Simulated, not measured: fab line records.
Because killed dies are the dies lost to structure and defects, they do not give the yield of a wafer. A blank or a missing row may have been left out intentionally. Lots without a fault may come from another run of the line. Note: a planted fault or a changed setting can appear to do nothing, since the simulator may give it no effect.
Split-lot study	flow n5 finfet	39 wafers read across 7 lots, on a route 1938 steps long

THE SPLIT
At N5_SD_EPI_N_EPI_21 (deposits Si:P, time 690 s), the setting epi growth time s was moved away from the recipe's 690 s on 6 of the 39 wafers read, by -9.2% to -3.2%. For the rest of the wafers, this setting stayed at what the recipe calls for.

FROM THE SPLIT TO THE READING: what the file shows between them, 3 steps
- N5_SD_EPI_N_PRECLEAN_24: cleans in O3/DIW, time 60 s
- N5_SD_ACTIVATION_RTA_00: time 0 s
- N5_SD_ACTIVATION_LSA_01: time 0.0008 s

THE READING
At N5_SD_ACTIVATION_RS_MEAS_03, a four-point-probe measurement gives RS_SD_N in ohm/sq. On this fab line, fault-free wafers typically give 21.86 ohm/sq with a standard deviation of 0.25 ohm/sq.

wafer	tool, chamber at the split	epi growth time s as run, s	against the recipe	RS_SD_N, ohm/sq	against lot-mates on the recipe
L078.1	epi rpcvd-01, 0	626.8	-9.2%	23.25	+1.64
L078.2	epi rpcvd-01, 0	690	recipe	21.64	-
L078.3	epi rpcvd-01, 0	626.8	-9.2%	23.12	+1.51
L078.4	epi rpcvd-01, 0	690	recipe	21.72	-
L078.5	epi rpcvd-01, 0	626.8	-9.2%	23.05	+1.44
L078.6	epi rpcvd-01, 0	690	recipe	21.47	-
L081.1	epi rpcvd-03, 0	690	recipe	21.89	-
L081.2	epi rpcvd-03, 0	667.8	-3.2%	22.34	+0.51
L081.3	epi rpcvd-03, 0	690	recipe	21.66	-
L081.4	epi rpcvd-03, 0	690	recipe	21.95	-
L081.5	epi rpcvd-03, 0	667.8	-3.2%	22.30	+0.47
L081.6	epi rpcvd-03, 0	667.8	-3.2%	22.33	+0.50
L085.1	epi rpcvd-03, 0	690	recipe	22.02	-
L085.2	epi rpcvd-03, 0	690	recipe	22.20	-
L085.3	epi rpcvd-03, 0	690	recipe	21.95	-
L085.4	epi rpcvd-03, 0	690	recipe	22.10	-
L085.5	epi rpcvd-03, 0	690	recipe	21.87	-
L085.6	epi rpcvd-03, 0	690	recipe	21.99	-
L090.1	epi rpcvd-01, 0	690	recipe	21.81	-
L090.2	epi rpcvd-01, 0	690	recipe	21.63	-
L090.3	epi rpcvd-01, 0	690	recipe	21.74	-
L090.4	epi rpcvd-01, 0	690	recipe	21.98	-
L090.5	epi rpcvd-01, 0	690	recipe	21.52	-
L090.6	epi rpcvd-01, 0	690	recipe	21.55	-
L091.2	epi rpcvd-01, 0	690	recipe	22.24	-
L091.4	epi rpcvd-01, 0	690	recipe	22.57	-
L091.6	epi rpcvd-01, 0	690	recipe	22.70	-
L094.1	epi rpcvd-03, 0	690	recipe	22.02	-
L094.2	epi rpcvd-03, 0	690	recipe	22.18	-
L094.3	epi rpcvd-03, 0	690	recipe	21.89	-
L094.4	epi rpcvd-03, 0	690	recipe	21.91	-
L094.5	epi rpcvd-03, 0	690	recipe	22.03	-
L094.6	epi rpcvd-03, 0	690	recipe	21.50	-
L097.1	epi rpcvd-04, 0	690	recipe	21.97	-
L097.2	epi rpcvd-04, 0	690	recipe	21.46	-
L097.3	epi rpcvd-04, 0	690	recipe	21.81	-
L097.4	epi rpcvd-04, 0	690	recipe	22.06	-
L097.5	epi rpcvd-04, 0	690	recipe	21.61	-
L097.6	epi rpcvd-04, 0	690	recipe	21.84	-

FIT RESULTS
A straight line over all 39 wafers: RS_SD_N changes by -0.136 ohm/sq for each +1% of epi growth time s; r = -0.79; the points scatter about the line by 0.27 ohm/sq.
The same after taking each lot's own level away (the mean of its wafers on the recipe; 39 wafers): -0.166 ohm/sq for each +1%; r = -0.94; scatter 0.16 ohm/sq.
Per that fit: largest epi growth time s move, reading shift of 1.5 ohm/sq.
Measured against the standard deviation above, the lots' own levels, which go from 21.610 to 22.503 ohm/sq, span 3.6 times it.
So the lot-to-lot level blurs the effect unless lot-mates are compared.
Check: +1.46 ohm/sq against its lot-mates is what the line predicts for one of the wafers moved furthest among these (-9.2%) when that wafer is left out of the fit. It came out at +1.64 ohm/sq against them.

OTHER SPLITS ON THESE WAFERS
Before the reading, these wafers also passed through other splits. Each is held against what the fit with the lots' levels taken away leaves over:
other split on the same wafers	wafers away from the commonest value	r with RS_SD_N (lot level and that fit taken away)
N5_DUMMY_GATE_ETCH_31 target depth a	18	+0.09

THE WHOLE CHAIN: every reading that the file lists as answering this split, in the file's order
step	what it does	reading	change (the file's fit)	r (the file's)
N5_SD_EPI_N_EPI_21	deposits Si:P, time 690 s	Si-P_of_SD_EPI_N_EPI_21.thk nm (the simulator's own value, which no gauge read)	+0.42 nm for each +1% of the setting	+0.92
N5_SD_ACTIVATION_RS_MEAS_03	measures by four-point-probe	RS_SD_N	-0.166 for each +1% of the setting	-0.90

FILE'S OWN FIT
RS_SD_N changes by -0.166 ohm/sq for each +1% of epi growth time s, r = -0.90.
